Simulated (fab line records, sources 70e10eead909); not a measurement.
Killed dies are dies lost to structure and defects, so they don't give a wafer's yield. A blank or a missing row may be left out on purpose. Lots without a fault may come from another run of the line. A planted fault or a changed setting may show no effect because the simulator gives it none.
Which tool did it? | flow nand_harc | 6 lots, 18 wafers sampled, at 5 steps of a route of 1302

WHAT THE GAUGES READ, wafer by wafer
NHARC_END_SORT_01.
lot  | measured     | on        | killed_at_array
L596 | day 29 07:17 | prober-01 | 592 82 95

WHICH TOOL RAN EACH LOT (tool, then ch and the chambers of the sampled wafers, then the start)
lot  | NHARC_A_SGD_CUT_DEP_00          | NHARC_THIN_TSV_ETCHBACK_48         | NHARC_THIN_TSV_PRE_CLEAN_50             | NHARC_THIN_TSV_PRE_CLEAN_54
L587 | pecvd-01 ch 1,2, day 19 22:46   | rie_diel-05 ch 1,2, day 24 12:22   | pvd_sputter-02, day 24 15:00 or earlier | pvd_sputter-01, day 24 15:00
L590 | pecvd-03 ch 0,1,2, day 20 20:47 | rie_diel-07 ch 0,1,3, day 25 19:09 | pvd_sputter-01, day 25 21:46 or earlier | pvd_sputter-02, day 25 21:46
L596 | pecvd-04 ch 0,1, day 24 02:03   | rie_diel-07 ch 0,3, day 28 17:34   | pvd_sputter-01, day 28 18:14            | pvd_sputter-02, day 28 20:42
L602 | pecvd-03 ch 0,1,2, day 27 06:14 | rie_diel-05 ch 0,1,2, day 32 04:53 | pvd_sputter-01, day 32 07:31 or earlier | pvd_sputter-02, day 32 07:31
L605 | pecvd-01 ch 1,2, day 27 12:58   | rie_diel-07 ch 0,1,3, day 32 15:20 | pvd_sputter-03, day 32 17:58 or earlier | pvd_sputter-03, day 32 17:58
L606 | pecvd-04 ch 0,1,2, day 28 06:20 | rie_diel-09 ch 2,3, day 32 16:35   | pvd_sputter-02, day 32 19:11 or earlier | pvd_sputter-03, day 32 19:11
- NHARC_A_SGD_CUT_DEP_00: deposits SiNx, target thk 50 nm.
- NHARC_THIN_TSV_ETCHBACK_48: etches the open film in C4F8/Ar, target depth 1028.5 nm, time 405.17 s.
- NHARC_THIN_TSV_PRE_CLEAN_50: time 30 s.
- NHARC_THIN_TSV_PRE_CLEAN_54: time 30 s.

THE ANSWER, worked out from the rows above alone
Rule: what is usual is taken from the lots themselves. Put in order of their means at a reading, lots are off if they are a third of the lots or fewer, leave a main group of 4 or more, and stand apart from it by a gap of 3 or more times the standard deviation of the main group's means; of several such gaps the widest counts. A main group whose means are all the same, to the digits that the tables above print for the reading, isn't used. A lot without any number at a reading at which 4 lots or more have one is off too. The other lots that the step has rows for count as sound.
No lot is off at any reading shown: from this, nothing can be told.

WHAT THE SIMULATOR HAD PUT IN
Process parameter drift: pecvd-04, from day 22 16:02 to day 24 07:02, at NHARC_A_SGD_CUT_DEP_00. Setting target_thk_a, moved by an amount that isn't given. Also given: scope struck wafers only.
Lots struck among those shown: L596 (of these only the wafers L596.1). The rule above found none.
